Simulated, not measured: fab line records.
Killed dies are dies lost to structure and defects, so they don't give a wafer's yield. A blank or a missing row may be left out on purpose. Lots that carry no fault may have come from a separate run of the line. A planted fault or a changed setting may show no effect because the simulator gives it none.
A lot that was struck, set against a sound lot ; flow nand-harc ; 13 steps out of a route of 1159
Sound: the wafers L784.1, L784.3, L784.4. Wafers L795.2, L795.4, L795.5 were the ones struck. The cause is given at the end.
Order at every step that has rows: each side's tool, ch and its chambers, its first start. Under that, the readings that differ: sound wafers ; struck wafers ; difference of the means ; sigmas: that difference in standard deviations of wafers without a fault.
alike: readings with means less than 2 such deviations apart, plus words and numbers identical on both sides. not compared: withheld readings, readings lacking a value on some wafer, bounds such as >300 that could conceal the same value, and numbers that have no deviation in the record and whose values overlap.
The two part at a step that has a row with sigmas, a row that says differs or no value, or rows on one side only. Numbers that have no deviation but don't overlap get no sigmas and don't part them. A reading that every wafer of one side lacks parts them only if that side has two wafers or more.

NHARC_A_CONTACT_CMP_20: polishes, t overpolish 30 s, target thk 300 nm.
  sound on cmp-04 ch 1,2,3, day 18 19:40; struck on cmp-02 ch 1,2,3, day 21 08:04
  alike: motor-current-A, overpolish-run-s, time-to-endpoint-s
following that, these wafers have no rows for 1 step: NHARC_A_CONTACT_SRD_22.
NHARC_A_CONTACT_INSPECT_23:
  sound on defect-inspect-01 at day 18 20:04; struck on defect-inspect-01 at day 21 08:25
  alike: raw-defect-count
then, 8 steps without rows for these wafers: NHARC_A_BLC_DEHYDRATE_00 (time 120 s); NHARC_A_BLC_HMDS_01 (time 30 s); NHARC_A_BLC_COAT_02 (time 75 s); NHARC_A_BLC_COAT_03 (time 65 s); NHARC_A_BLC_COAT_04 (resist thk 90 nm); NHARC_A_BLC_SOFTBAKE_05 (time 55 s); NHARC_A_BLC_EBR_06; NHARC_A_BLC_EXPOSE_07 (exposes mask A BLC, target cd 100 nm).
NHARC_A_BLC_PEB_08: peb time 65 s.
  sound on litho-track-01 ch 0, day 18 20:29; struck on litho-track-06, day 21 08:44
  no value came back on the struck wafers for chill-plate-temp-C (C), exhaust-pa (Pa), plate-temp-C (C); on the sound wafers chill-plate-temp-C (C) reads 23.04 22.92 23.07
then, 1 step without rows for these wafers: NHARC_A_BLC_DEVELOP_09 (develop time 35 s).

WHERE THEY PART
Only at NHARC_A_BLC_PEB_08, as far as this record shows.

WHY: whatever the simulator had introduced
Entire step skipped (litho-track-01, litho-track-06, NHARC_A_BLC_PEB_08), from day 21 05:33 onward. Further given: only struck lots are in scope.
